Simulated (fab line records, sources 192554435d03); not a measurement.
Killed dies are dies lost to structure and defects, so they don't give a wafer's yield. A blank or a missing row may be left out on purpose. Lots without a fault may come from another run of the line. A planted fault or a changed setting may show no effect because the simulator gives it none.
Chamber matching | flow n5_finfet | N5_MOL_CONTACT_COAG_ETCH_48 on rie_diel-01: 4 sister chambers
The step etches SiOC in C4F6/O2, target depth 15 nm, overetch 4.5 nm, time 17 s. 4 wafers are shown with their chamber, then 7 later ones without.

WAFERS WITH THEIR CHAMBER
wafer  | chamber | rf_vpp_V (V)
L079.3 | 3       | 1541
L081.6 | 1       | 1631
L091.2 | 0       | 1608
L091.3 | 2       | 1625

WAFERS WITHOUT THEIR CHAMBER
wafer  | rf_vpp_V (V)
L091.4 | 1630
L095.2 | 1609
L095.3 | 1566
L095.6 | 1623
L097.1 | 1608
L097.3 | 1631
L097.6 | 1623

WHICH CHAMBER EACH WENT THROUGH
wafer  | from the rows above          | in truth
L091.4 | can't be placed: 1 or 2      | 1
L095.2 | can't be placed: 0 or 2      | 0
L095.3 | can't be placed: 3 or 0      | 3
L095.6 | can't be placed: 2 or 1 or 0 | 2
L097.1 | can't be placed: 0 or 2      | 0
L097.3 | can't be placed: 1 or 2      | 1
L097.6 | can't be placed: 2 or 1 or 0 | 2
Placed correctly: 0 of 7. Can't be placed from these rows: 7 (the true chamber is among the candidates in 7). Placed wrongly: 0.
How it was worked out, from the rows above alone: a wafer's distance from a chamber is the root of the sum, over the readings, of the square of ((its reading less the chamber's mean) divided by the reading's scatter). The wafer belongs to the nearest chamber; if the next one is less than 2 further off, it can't be placed. A chamber's mean is the mean of its shown wafers. The scatter: with one shown wafer a chamber, the root of the mean of the squares of how far each hidden wafer lies from its nearest shown one.
